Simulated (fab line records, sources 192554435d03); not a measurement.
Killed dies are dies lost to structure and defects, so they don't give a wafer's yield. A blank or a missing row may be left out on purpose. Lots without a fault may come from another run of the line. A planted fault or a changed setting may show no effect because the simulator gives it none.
fab line records | flow n5_finfet
record lots=7 wafers=21
route steps=1938 shown BEOL_M2@890 BEOL_M4@1047 BEOL_M5@1119
start_h: hours from the record's first day to the start of the lot's first wafer shown | wait_h: hours since the lot's step before | " the same as in the row above | L1.1+2: a row that stands for several wafers | - no value, or no start given | * or withheld: withheld | < > ~ a bound
route shown NAME@n: a module of which the file shows steps, and the number in the route of the first | usual: mean/standard deviation of fault-free wafers | same: alike in all rows | chamber/n: place in a boat | sites: the reading at each site | _std_site: their standard deviation | _edge_site: outer sites' mean less inner sites' | radius_mm: how far each site lies from the wafer's centre | mask NAME#n: copy n | behind: the tool/chamber that last shaped the wafer | hold: why the lot was held/for how many hours/how that ended | device: the transistor (n, p or np) that didn't switch | end of line: the same wafers' tests at the end of the route | a step without rows: its recipe alone | killed: dies lost to structure and defects at the first sort, not the wafer's yield | map: a wafer's dies, x killed, . not, _ none there
set.NAME: the setting as run; set.NAME@STEP: as run at that earlier step | model.NAME: the simulator's own value behind a step, which no gauge read
lots whose settings were changed on purpose; a table a step, a row a wafer
## steps
# step N5_BEOL_M2_TRENCH_ETCH_37
# recipe chemistry=C4F6/O2 target_depth_a=555.55 target=SiOC time_s=29.2 ion_energy_ev=250 pressure_mtorr=30 source_w=355 bias_w=185 Ar_flow_sccm=300 C4F6_flow_sccm=10 O2_flow_sccm=10
# columns lot.wafer tool chamber start_h wait_h set.time_s model.etch.depth_nm model.BEOL_M2.feature_depth_nm
L076.1 rie_diel-04 1 - - 29.2 55.59 55.6
L076.2 " 0 " " 29.2 55.75 55.8
L076.4 " 3 " " 29.2 56.29 56.2
L082.1 rie_diel-05 3 - - 29.2 55.13 55.2
L082.2 " 2 " " 29.2 55.96 56
L082.6 " 2 " " 29.2 56.75 56.8
L089.2 rie_diel-05 1 - - 29.2 56.88 56.8
L089.3 " 2 " " 29.2 56.73 56.8
L089.6 " 1 " " 29.2 56.92 57
L094.1 rie_diel-04 0 - - 25.89 48.61 48.6
L094.5 " 1 " " 25.89 49.54 49.6
L094.6 " 0 " " 29.2 55.47 55.4
L093.4 rie_diel-04 1 - - 33.27 63.84 63.8
L093.5 " 1 " " 29.2 55.74 55.8
L093.6 " 0 " " 29.2 55.23 55.2
L092.1 rie_diel-05 2 - - 33.75 65.08 65
L092.4 " 0 " " 33.75 62.42 62.4
L092.5 " 3 " " 29.2 57.46 57.4
L096.1 rie_diel-06 1 - - 29.2 54.27 54.2
L096.2 " 3 " " 29.2 55.64 55.6
L096.6 " 1 " " 29.2 54.12 54.2
# step N5_BEOL_M2_ETCH_41
# recipe chemistry=CH3F/O2 target=SiCN target_depth_a=299 taper_deg=2 time_s=52.5 ion_energy_ev=120 mask_material=TiN pressure_mtorr=30 source_w=395 bias_w=75 Ar_flow_sccm=150 CH3F_flow_sccm=30 O2_flow_sccm=20
# step N5_BEOL_M2_STRIP_97
# recipe chemistry=N2/H2 time_s=10 power_w=450 temp_c=40 pressure_mtorr=20 rf_frequency_hz=6e+07 bias_power_w=7 n2_flow_sccm=200 h2_flow_sccm=200
# step N5_BEOL_M2_OCD_MEAS_38
# usual trench_depth_nm=55.7/0.96
# columns lot.wafer tool chamber start_h wait_h set.time_s@BEOL_M2_TRENCH_ETCH_37 trench_depth_nm
L076.1 ocd-01 - 147.31 - 29.2 55.2
L076.2 " - " " 29.2 56.0
L076.4 " - " " 29.2 56.6
L082.1 ocd-02 - 186.14 - 29.2 55.1
L082.2 " - " " 29.2 55.8
L082.6 " - " " 29.2 57.1
L089.2 ocd-01 - 239.21 - 29.2 56.7
L089.3 " - " " 29.2 56.8
L089.6 " - " " 29.2 56.8
L094.1 ocd-01 - 271.28 - 25.89 48.6
L094.5 " - " " 25.89 49.3
L094.6 " - " " 29.2 55.0
L093.4 ocd-01 - 273.10 - 33.27 63.9
L093.5 " - " " 29.2 56.1
L093.6 " - " " 29.2 55.1
L092.1 ocd-02 - 273.81 - 33.75 64.9
L092.4 " - " " 33.75 62.2
L092.5 " - " " 29.2 57.1
L096.1 ocd-01 - 273.81 - 29.2 54.5
L096.2 " - " " 29.2 54.9
L096.6 " - " " 29.2 53.9
# step N5_BEOL_M2_HM_STRIP_39
# recipe chemistry=peroxide_tin_strip material=TiN target_depth_a=250 temp_c=50 time_s=158
# step N5_BEOL_M2_SRD_40
# recipe time_s=30 temp_c=23 rinse_liquid=diw dry=ipa_marangoni
# step N5_BEOL_M2_ECD_50
# recipe material=Cu target_thk_a=3000
# step N5_BEOL_M2_ANNEAL_51
# recipe temp_c=225 time_s=90 ambient=N2
# step N5_BEOL_M2_CMP_52
# recipe stop_on=SiOC t_overpolish_s=6.8 down_force_psi=1 platen_rpm=50 clearing_platen_down_force_psi=1.5 clearing_platen_rpm=50 post_cmp_clean=cu_alkaline target_thk_nm=40 clearing_platen_pad_velocity_m_s=0.99484 pad_velocity_m_s=0.99484
# columns lot.wafer tool chamber start_h wait_h set.time_s@BEOL_M2_TRENCH_ETCH_37 model.Cu_of_BEOL_M2_ECD_50.thk_nm
L076.1 cmp-03 1 150.74 0.3 29.2 40.6
L076.4 " 2 " " 29.2 41
L076.2 " 0 " " 29.2 42
L082.1 cmp-01 2 189.86 0.3 29.2 40.6
L082.2 " 1 " " 29.2 41
L082.6 " 2 " " 29.2 41.2
L089.3 cmp-03 2 242.45 0.2 29.2 41.2
L089.2 " 3 " " 29.2 40.6
L089.6 " 1 " " 29.2 41.6
L094.1 cmp-03 2 275.00 0.4 25.89 33.2
L094.6 " 3 " " 29.2 38.8
L094.5 " 0 " " 25.89 33.6
L093.4 cmp-02 3 279.25 0.2 33.27 52.2
L093.6 " 1 " " 29.2 40
L093.5 " 2 " " 29.2 41.8
L092.4 cmp-01 1 280.62 0.1 33.75 47.2
L092.1 " 0 " " 33.75 49.8
L092.5 " 1 " " 29.2 43.8
L096.2 cmp-01 2 282.27 0.7 29.2 38.6
L096.1 " 1 " " 29.2 41.8
L096.6 " 3 " " 29.2 39
# step N5_BEOL_M2_THK_MEAS_53
# recipe thk_meas_gauge=xrf reads=Cu_of_BEOL_M2_ECD_50
# usual M2_THK=40.5/1.4
# columns lot.wafer tool chamber start_h wait_h set.time_s@BEOL_M2_TRENCH_ETCH_37 M2_THK[nm]
L076.1 film_metro-01 - 151.03 - 29.2 40.5
L076.2 " - " " 29.2 42.0
L076.4 " - " " 29.2 41.0
L082.1 film_metro-02 - 190.16 - 29.2 40.9
L082.2 " - " " 29.2 41.1
L082.6 " - " " 29.2 41.6
L089.2 film_metro-02 - 242.70 - 29.2 40.8
L089.3 " - " " 29.2 41.3
L089.6 " - " " 29.2 41.8
L094.1 film_metro-01 - 275.18 - 25.89 33.0
L094.5 " - " " 25.89 33.6
L094.6 " - " " 29.2 38.9
L093.4 film_metro-01 - 279.48 - 33.27 52.4
L093.5 " - " " 29.2 41.9
L093.6 " - " " 29.2 40.2
L092.1 film_metro-02 - 280.91 - 33.75 49.9
L092.4 " - " " 33.75 47.7
L092.5 " - " " 29.2 44.1
L096.1 film_metro-01 - 282.56 - 29.2 41.8
L096.2 " - " " 29.2 38.8
L096.6 " - " " 29.2 39.0
# step N5_BEOL_M2_PRE_CLEAN_60
# recipe gas=NH3/H2 time_s=15 temp_c=* rf_power_w=300
# step N5_BEOL_M2_CO_CAP_55
# recipe material=Co target_thk_a=20 temp_c=200 precursor=CCTBA/H2 pressure_torr=30 time_s=102.1
# step N5_BEOL_M2_PRE_CLEAN_56
# recipe gas=NH3 time_s=15 temp_c=withheld rf_power_w=300
# step N5_BEOL_M2_DEP_57
# recipe material=SiCN target_thk_a=80 temp_c=withheld precursor=3MS/NH3 pressure_torr=3 rf_w=202 time_s=14
# step N5_BEOL_M2_RS_MEAS_58
# recipe thk_meas_gauge=four-point-probe reads=Co_of_BEOL_M2_CO_CAP_55+Cu_of_BEOL_M2_ECD_50+Co_of_BEOL_M2_CVD_47+TaN_of_BEOL_M2_ALD_84
# usual M2_RS=0.659/0.03
# columns lot.wafer tool chamber start_h wait_h set.time_s@BEOL_M2_TRENCH_ETCH_37 M2_RS[ohm/sq]
L076.1 film_metro-02 - 151.29 0.0 29.2 0.658
L076.2 " - " " 29.2 0.628
L076.4 " - " " 29.2 0.649
L082.1 film_metro-01 - 190.42 0.0 29.2 0.657
L082.2 " - " " 29.2 0.648
L082.6 " - " " 29.2 0.643
L089.2 film_metro-02 - 242.96 0.1 29.2 0.656
L089.3 " - " " 29.2 0.643
L089.6 " - " " 29.2 0.637
L094.1 film_metro-01 - 275.44 0.0 25.89 0.847
L094.5 " - " " 25.89 0.842
L094.6 " - " " 29.2 0.694
L093.4 film_metro-01 - 279.74 0.0 33.27 0.478
L093.5 " - " " 29.2 0.632
L093.6 " - " " 29.2 0.670
L092.1 film_metro-02 - 281.17 0.0 33.75 0.507
L092.4 " - " " 33.75 0.539
L092.5 " - " " 29.2 0.596
L096.1 film_metro-02 - 282.90 0.0 29.2 0.634
L096.2 " - " " 29.2 0.699
L096.6 " - " " 29.2 0.690
# step N5_BEOL_M4_COAT_67
# recipe resist=SOC temp_c=250 time_s=60 spin_rpm=1500 resist_thk_nm=60
# columns lot.wafer tool chamber start_h wait_h set.spin_rpm model.SOC_of_BEOL_M4_COAT_67.thk_nm
L076.1+2+4 litho_track-02 0 173.56 0.0 1500 60.2
L082.1 litho_track-05 0 205.15 0.0 1655 57
L082.2 " 0 " " 1500 59.6
L082.6 " 0 " " 1500 59.8
L089.2+6 litho_track-05 0 253.99 0.0 1500 60
L089.3 " 0 " " 1599 58.2
L093.4 litho_track-05 0 301.76 0.0 1500 60
L093.5+6 " 0 " " 1500 59.8
L094.1 litho_track-05 0 305.13 0.0 1500 59.8
L094.5+6 " 0 " " 1603 58
L092.1 litho_track-05 0 309.56 0.0 1500 60.4
L092.4 " 0 " " 1500 60.2
L092.5 " 0 " " 1636 57.6
L096.1+2+6 litho_track-03 0 313.44 0.0 1500 60
# step N5_BEOL_M4_DESCUM_33
# recipe chemistry=O2 time_s=7 source_power_w=50 bias_power_w=20 pressure_mtorr=20 rf_frequency_hz=2.712e+07 temp_c=40 resist=CAR-EUV o2_flow_sccm=225
# columns lot.wafer tool chamber start_h wait_h set.time_s model.CAR-EUV_of_BEOL_M4_COAT_22.thk_nm
L076.1+2 rie_diel-06 0,1 173.97 0.0 7 26.2
L076.4 " 2 " " 7 26
L082.1+2+6 rie_diel-06 2,0,3 205.55 0.0 7 26
L089.2+3+6 rie_diel-06 3,2,0 254.67 0.2 7 26
L093.4 rie_diel-04 3 302.29 0.0 6.519 26.2
L093.5+6 " 3,0 " " 7 26
L094.1+5 rie_diel-04 2,1 305.53 0.0 7 26
L094.6 " 0 " " 5.683 26.8
L092.1+4+5 rie_diel-06 2,3,1 309.96 0.0 6.406 26.4
L096.1+6 rie_diel-06 0,2 313.98 0.0 8.435 25.4
L096.2 " 2 " " 7 26.2
# step N5_BEOL_M4_ETCH_77
# recipe chemistry=N2/H2 target=underlayer target_depth_a=65 mask_material=CAR-EUV time_s=5.2 ion_energy_ev=200 pressure_mtorr=30 source_w=840 bias_w=150 n2_flow_sccm=200 h2_flow_sccm=200 ends=cleared
# columns lot.wafer tool chamber start_h wait_h set.time_s@BEOL_M4_DESCUM_33 model.CAR-EUV_of_BEOL_M4_COAT_22.thk_nm
L076.1+2+4 rie_diel-06 0,1,2 174.00 0.0 7 20.4
L082.1 rie_diel-06 2 205.59 0.0 7 20.4
L082.2+6 " 0,3 " " 7 20.2
L089.2+3 rie_diel-06 3,2 254.71 0.0 7 20.4
L089.6 " 0 " " 7 20.2
L093.4 rie_diel-04 3 302.33 0.0 6.519 20.4
L093.5 " 3 " " 7 20.2
L093.6 " 0 " " 7 20.4
L094.1+5 rie_diel-04 2,1 305.57 0.0 7 20.4
L094.6 " 0 " " 5.683 21.2
L092.1+4+5 rie_diel-06 2,3,1 310.00 0.0 6.406 20.6
L096.1+6 rie_diel-06 0,2 314.01 0.0 8.435 19.6
L096.2 " 2 " " 7 20.4
# step N5_BEOL_M4_ETCH_69
# recipe chemistry=CF4 target=SiARC target_depth_a=156 mask_material=CAR-EUV time_s=26 ion_energy_ev=80 pressure_mtorr=40 source_w=545 bias_w=36 Ar_flow_sccm=100 cf4_flow_sccm=100 ends=cleared
# columns lot.wafer tool chamber start_h wait_h set.time_s@BEOL_M4_DESCUM_33 model.CAR-EUV_of_BEOL_M4_COAT_22.thk_nm
L076.1+2+4 rie_diel-06 0,1,2 174.02 0.0 7 11.2
L082.1 rie_diel-06 2 205.60 0.0 7 11.2
L082.2+6 " 0,3 " " 7 11
L089.2+6 rie_diel-06 3,0 254.72 0.0 7 11
L089.3 " 2 " " 7 11.2
L093.4 rie_diel-04 3 302.34 0.0 6.519 11.2
L093.5 " 3 " " 7 11
L093.6 " 0 " " 7 11.2
L094.1+5 rie_diel-04 2,1 305.59 0.0 7 11.2
L094.6 " 0 " " 5.683 12
L092.1+4+5 rie_diel-06 2,3,1 310.02 0.0 6.406 11.4
L096.1 rie_diel-06 0 314.03 0.0 8.435 10.4
L096.2 " 2 " " 7 11.2
L096.6 " 2 " " 8.435 10.6
# step N5_BEOL_M4_ALD_98
# recipe material=SiO2 target_thk_a=25 temp_c=100 ald_precursor_family=BDEAS ald_co_reactant=O2-plasma pulse_time_s=1 co_reactant_pulse_time_s=1 purge_time_s=2 co_reactant_purge_time_s=2 ald_cycles=17 pressure_torr=2
# step N5_BEOL_M4_ETCHBACK_99
# recipe chemistry=CHF3 target=SiO2 target_depth_a=50 time_s=10.4 source_w=215 bias_w=47 Ar_flow_sccm=200 CHF3_flow_sccm=12 ion_energy_ev=100 pressure_mtorr=30
# columns lot.wafer tool chamber start_h wait_h set.time_s@BEOL_M4_DESCUM_33 model.CAR-EUV_of_BEOL_M4_COAT_22.thk_nm
L076.1+2+4 rie_diel-04 0,2,1 176.76 2.3 7 10.4
L082.1 rie_diel-04 1 205.95 0.1 7 10.4
L082.2+6 " 2,3 " " 7 10.2
L089.2+3+6 rie_diel-05 0,2,0 256.53 1.6 7 10.4
L093.4 rie_diel-05 3 303.36 0.8 6.519 10.6
L093.5 " 0 " " 7 10.4
L093.6 " 3 " " 7 10.6
L094.1+5 rie_diel-05 2 308.29 2.6 7 10.4
L094.6 " 3 " " 5.683 11.2
L092.1+5 rie_diel-04 3 311.87 1.7 6.406 10.8
L092.4 " 0 " " 6.406 10.6
L096.1 rie_diel-05 3 327.80 13.6 8.435 9.6
L096.2 " 2 " " 7 10.6
L096.6 " 3 " " 8.435 9.8
# step N5_BEOL_M4_ETCH_70
# recipe chemistry=N2/H2 target=SOC target_depth_a=800 overetch_a=240 mask_material=SiARC temp_c=40 time_s=130 ion_energy_ev=200 pressure_mtorr=30 source_w=840 bias_w=150 n2_flow_sccm=200 h2_flow_sccm=200
# columns lot.wafer tool chamber start_h wait_h set.spin_rpm@BEOL_M4_COAT_67 model.etch.depth_nm
L076.1 rie_diel-04 0 176.79 0.0 1500 60.25
L076.2 " 2 " " 1500 60.22
L076.4 " 1 " " 1500 60.27
L082.1 rie_diel-04 1 205.99 0.0 1655 56.96
L082.2 " 2 " " 1500 59.63
L082.6 " 3 " " 1500 59.8
L089.2 rie_diel-05 0 256.56 0.0 1500 60.08
L089.3 " 2 " " 1599 58.19
L089.6 " 0 " " 1500 59.94
L093.4 rie_diel-05 3 303.40 0.0 1500 59.92
L093.5 " 0 " " 1500 59.76
L093.6 " 3 " " 1500 59.72
L094.1 rie_diel-05 2 308.32 0.0 1500 59.83
L094.5 " 2 " " 1603 58.02
L094.6 " 3 " " 1603 57.98
L092.1 rie_diel-04 3 311.91 0.0 1500 60.32
L092.4 " 0 " " 1500 60.23
L092.5 " 3 " " 1636 57.57
L096.1 rie_diel-05 3 327.83 0.0 1500 60.06
L096.2 " 2 " " 1500 60
L096.6 " 3 " " 1500 60.07
# step N5_BEOL_M4_STRIP_71
# recipe chemistry=N2/H2 temp_c=40 n2_flow_sccm=200 h2_flow_sccm=200 rf_frequency_hz=6e+07
# step N5_BEOL_M4_STRIP_78
# recipe chemistry=N2/H2 temp_c=40 n2_flow_sccm=200 h2_flow_sccm=200 rf_frequency_hz=6e+07
# step N5_BEOL_M4_VIA_ETCH_34
# recipe chemistry=C4F6/O2 target_depth_a=694 mask_material=SOC pressure_mtorr=15 ion_energy_ev=250 taper_deg=4 time_s=65.9 source_w=350 bias_w=170 Ar_flow_sccm=300 C4F6_flow_sccm=10 O2_flow_sccm=10
# columns lot.wafer tool chamber start_h wait_h set.spin_rpm@BEOL_M4_COAT_67 model.SOC_of_BEOL_M4_COAT_67.thk_nm
L076.1 rie_diel-04 0 176.90 0.0 1500 52
L076.2 " 2 " " 1500 51.6
L076.4 " 1 " " 1500 52.2
L082.1 rie_diel-04 1 206.09 0.0 1655 49
L082.2 " 2 " " 1500 51.2
L082.6 " 3 " " 1500 51.6
L089.2 rie_diel-05 0 256.67 0.0 1500 52.2
L089.3 " 2 " " 1599 50
L089.6 " 0 " " 1500 51.8
L093.4 rie_diel-05 3 303.50 0.0 1500 51.6
L093.5 " 0 " " 1500 51.8
L093.6 " 3 " " 1500 51.4
L094.1 rie_diel-05 2 308.43 0.0 1500 51.8
L094.5 " 2 " " 1603 50
L094.6 " 3 " " 1603 49.6
L092.1 rie_diel-04 3 312.01 0.0 1500 52.2
L092.4 " 0 " " 1500 52
L092.5 " 3 " " 1636 49.2
L096.1+6 rie_diel-05 3 327.94 0.0 1500 51.8
L096.2 " 2 " " 1500 52
# step N5_BEOL_M5_COAT_71
# recipe resist=underlayer temp_c=205 time_s=60 spin_rpm=1500 resist_thk_nm=5
# columns lot.wafer tool chamber start_h wait_h set.spin_rpm
L076.1+2+4 litho_track-01 0 - - 1500
L082.1+6 litho_track-02 0 - - 1500
L082.2 " 0 " " 1543
L089.2+6 litho_track-04 0 - - 1500
L089.3 " 0 " " 1361
L093.4+5 litho_track-02 0 - - 1586
L093.6 " 0 " " 1500
L094.1+6 litho_track-02 0 - - 1500
L094.5 " 0 " " 1393
L092.1+5 litho_track-01 0 - - 1457
L092.4 " 0 " " 1500
L096.1+2 litho_track-02 0 - - 1500
L096.6 " 0 " " 1621
# step N5_BEOL_M5_COAT_05
# recipe resist=CAR-EUV spin_rpm=1500 resist_thk_nm=30
# step N5_BEOL_M5_EBR_07
# recipe solvent=PGMEA ebr_width_mm=1.5
# step N5_BEOL_M5_DESCUM_16
# recipe chemistry=O2 time_s=7 source_power_w=50 bias_power_w=20 pressure_mtorr=20 rf_frequency_hz=2.712e+07 temp_c=40 resist=CAR-EUV o2_flow_sccm=225
# step N5_BEOL_M5_ETCH_72
# recipe chemistry=N2/H2 target=underlayer target_depth_a=65 mask_material=CAR-EUV time_s=5.2 ion_energy_ev=200 pressure_mtorr=30 source_w=840 bias_w=150 n2_flow_sccm=200 h2_flow_sccm=200 ends=cleared
# columns lot.wafer tool chamber start_h wait_h set.spin_rpm@BEOL_M5_COAT_71 model.etch.depth_nm
L076.1 rie_diel-01 0 184.72 0.0 1500 5.02
L076.2 " 2 " " 1500 5.011
L076.4 " 1 " " 1500 5.021
L082.1+6 rie_diel-03 2,3 215.61 0.0 1500 5.009
L082.2 " 3 " " 1543 4.936
L089.2 rie_diel-01 1 265.12 0.0 1500 4.981
L089.3 " 0 " " 1361 5.208
L089.6 " 3 " " 1500 4.965
L093.4 rie_diel-01 0 312.58 0.0 1586 4.853
L093.5 " 3 " " 1586 4.869
L093.6 " 0 " " 1500 4.994
L094.1 rie_diel-02 2 316.69 0.0 1500 5.029
L094.5 " 2 " " 1393 5.197
L094.6 " 0 " " 1500 5.012
L092.1 rie_diel-03 1 318.76 0.0 1457 5.067
L092.4 " 0 " " 1500 4.996
L092.5 " 3 " " 1457 5.052
L096.1 rie_diel-02 2 335.43 0.0 1500 5.007
L096.2 " 0 " " 1500 5.016
L096.6 " 2 " " 1621 4.827
# step N5_BEOL_M5_ETCH_68
# recipe chemistry=N2/H2 target=SOC target_depth_a=800 overetch_a=160 mask_material=SiARC temp_c=40 time_s=120 ion_energy_ev=200 pressure_mtorr=30 source_w=840 bias_w=150 n2_flow_sccm=200 h2_flow_sccm=200
# usual rf_vpp_V=523.7/2.3
# columns lot.wafer tool chamber start_h wait_h set.bias_w rf_vpp_V model.SiARC_of_BEOL_M5_COAT_66.thk_nm
L076.1 rie_diel-03 3 185.63 0.0 150 524.3 6.2
L076.2 " 1 " " 150 525.9 6.6
L076.4 " 0 " " 150 524.8 6.4
L082.1 rie_diel-01 1 216.98 0.0 150 528.7 6.4
L082.2 " 0 " " 150 523.2 6.6
L082.6 " 2 " " 133.9 488.6 7.2
L089.2 rie_diel-01 2 267.50 0.0 150 524.4 6.4
L089.3 " 0 " " 170.1 568.4 5.6
L089.6 " 0 " " 170.1 567.1 5.6
L093.4 rie_diel-03 1 313.93 0.0 150 526.1 6.6
L093.5 " 2 " " 150 523.2 6.6
L093.6 " 3 " " 150 524.6 6.2
L094.1 rie_diel-03 0 317.63 0.0 127.9 472.8 7.6
L094.5 " 3 " " 127.9 474.5 7.4
L094.6 " 0 " " 150 523.7 6.4
L092.1 rie_diel-02 0 320.45 0.0 132.6 482.1 7.2
L092.4 " 0 " " 150 522.3 6.2
L092.5 " 2 " " 150 521.3 6.4
L096.1 rie_diel-03 0 336.95 0.0 150 523.8 6.4
L096.2 " 3 " " 132.6 487.1 7.2
L096.6 " 0 " " 132.6 483.2 7.4
# step N5_BEOL_M5_TRENCH_ETCH_37
# recipe chemistry=C4F6/O2 target_depth_a=716.52 target=SiCOH_lowk time_s=24.7 ion_energy_ev=250 pressure_mtorr=30 source_w=345 bias_w=185 Ar_flow_sccm=300 C4F6_flow_sccm=10 O2_flow_sccm=10
# usual rf_vpp_V=659/10
# columns lot.wafer tool chamber start_h wait_h set.bias_w rf_vpp_V
L076.1 rie_diel-03 3 - - 185 655
L076.2 " 1 " " 185 651
L076.4 " 0 " " 185 665
L082.1 rie_diel-01 1 - - 170.4 607
L082.2 " 0 " " 170.4 612
L082.6 " 2 " " 185 666
L089.2 rie_diel-01 2 - - 185 667
L089.3 " 0 " " 185 654
L089.6 " 0 " " 185 655
L093.4 rie_diel-03 1 - - 185 650
L093.5 " 2 " " 163.5 592
L093.6 " 3 " " 185 654
L094.1 rie_diel-03 0 - - 213.5 743
L094.5 " 3 " " 185 653
L094.6 " 0 " " 213.5 743
L092.1 rie_diel-02 0 - - 185 652
L092.4 " 0 " " 185 651
L092.5 " 2 " " 185 660
L096.1 rie_diel-03 0 - - 176.4 638
L096.2 " 3 " " 185 653
L096.6 " 0 " " 176.4 638
## key
split step=N5_BEOL_M2_TRENCH_ETCH_37 setting=time_s stated=29.2 by=wafer
response step=N5_BEOL_M2_TRENCH_ETCH_37 reading=model.etch.depth_nm change=+0.507 per=1% r=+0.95
response step=N5_BEOL_M2_TRENCH_ETCH_37 reading=model.BEOL_M2.feature_depth_nm change=+0.504 per=1% r=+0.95
response step=N5_BEOL_M2_OCD_MEAS_38 reading=trench_depth_nm change=+0.505 per=1% r=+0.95
response step=N5_BEOL_M2_CMP_52 reading=model.Cu_of_BEOL_M2_ECD_50.thk_nm change=+0.516 per=1% r=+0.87
response step=N5_BEOL_M2_THK_MEAS_53 reading=M2_THK change=+0.519 per=1% r=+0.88
response step=N5_BEOL_M2_RS_MEAS_58 reading=M2_RS change=-0.00927 per=1% r=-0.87
split step=N5_BEOL_M4_COAT_67 setting=spin_rpm stated=1500 by=wafer
response step=N5_BEOL_M4_COAT_67 reading=model.SOC_of_BEOL_M4_COAT_67.thk_nm change=-0.274 per=1% r=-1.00
response step=N5_BEOL_M4_ETCH_70 reading=model.etch.depth_nm change=-0.277 per=1% r=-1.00
response step=N5_BEOL_M4_VIA_ETCH_34 reading=model.SOC_of_BEOL_M4_COAT_67.thk_nm change=-0.279 per=1% r=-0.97
split step=N5_BEOL_M4_DESCUM_33 setting=time_s stated=7 by=wafer
response step=N5_BEOL_M4_DESCUM_33 reading=model.CAR-EUV_of_BEOL_M4_COAT_22.thk_nm change=-0.04 per=1% r=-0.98
response step=N5_BEOL_M4_ETCH_77 reading=model.CAR-EUV_of_BEOL_M4_COAT_22.thk_nm change=-0.0391 per=1% r=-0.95
response step=N5_BEOL_M4_ETCH_69 reading=model.CAR-EUV_of_BEOL_M4_COAT_22.thk_nm change=-0.0366 per=1% r=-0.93
response step=N5_BEOL_M4_ETCHBACK_99 reading=model.CAR-EUV_of_BEOL_M4_COAT_22.thk_nm change=-0.0416 per=1% r=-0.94
split step=N5_BEOL_M5_COAT_71 setting=spin_rpm stated=1500 by=wafer
response step=N5_BEOL_M5_ETCH_72 reading=model.etch.depth_nm change=-0.0242 per=1% r=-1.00
split step=N5_BEOL_M5_ETCH_68 setting=bias_w stated=150 by=wafer
response step=N5_BEOL_M5_ETCH_68 reading=rf_vpp_V change=+3.36 per=1% r=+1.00
response step=N5_BEOL_M5_ETCH_68 reading=model.SiARC_of_BEOL_M5_COAT_66.thk_nm change=-0.0708 per=1% r=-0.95
split step=N5_BEOL_M5_TRENCH_ETCH_37 setting=bias_w stated=185 by=wafer
response step=N5_BEOL_M5_TRENCH_ETCH_37 reading=rf_vpp_V change=+5.68 per=1% r=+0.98
